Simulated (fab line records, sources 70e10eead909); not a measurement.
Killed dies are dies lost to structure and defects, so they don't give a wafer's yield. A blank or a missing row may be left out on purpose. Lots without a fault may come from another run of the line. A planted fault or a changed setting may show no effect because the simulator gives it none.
Chamber matching | flow nand_harc | NHARC_A_CONTACT_ETCH_91 on rie_diel-05: 4 sister chambers
The step etches the open film in CH3F/O2, target depth 40 nm, time 85.7 s. 4 wafers are shown with their chamber, then 7 later ones without.

WAFERS WITH THEIR CHAMBER
wafer  | chamber | drypump_motor_current_A (A)
L626.1 | 2       | 6.08
L628.3 | 3       | 5.72
L628.6 | 0       | 5.72
L629.4 | 1       | 5.99

WAFERS WITHOUT THEIR CHAMBER
wafer  | drypump_motor_current_A (A)
L629.5 | 6.00
L629.6 | 5.70
L633.1 | 5.71
L633.2 | 5.70
L633.5 | 6.07
L637.4 | 5.70
L637.5 | 6.02

WHICH CHAMBER EACH WENT THROUGH
wafer  | from the rows above     | in truth
L629.5 | 1                       | 1
L629.6 | can't be placed: 0 or 3 | 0
L633.1 | can't be placed: 0 or 3 | 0
L633.2 | can't be placed: 0 or 3 | 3
L633.5 | 2                       | 2
L637.4 | can't be placed: 0 or 3 | 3
L637.5 | can't be placed: 1 or 2 | 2
Placed correctly: 2 of 7. Can't be placed from these rows: 5 (the true chamber is among the candidates in 5). Placed wrongly: 0.
How it was worked out, from the rows above alone: a wafer's distance from a chamber is the root of the sum, over the readings, of the square of ((its reading less the chamber's mean) divided by the reading's scatter). The wafer belongs to the nearest chamber; if the next one is less than 2 further off, it can't be placed. A chamber's mean is the mean of its shown wafers. The scatter: with one shown wafer a chamber, the root of the mean of the squares of how far each hidden wafer lies from its nearest shown one.
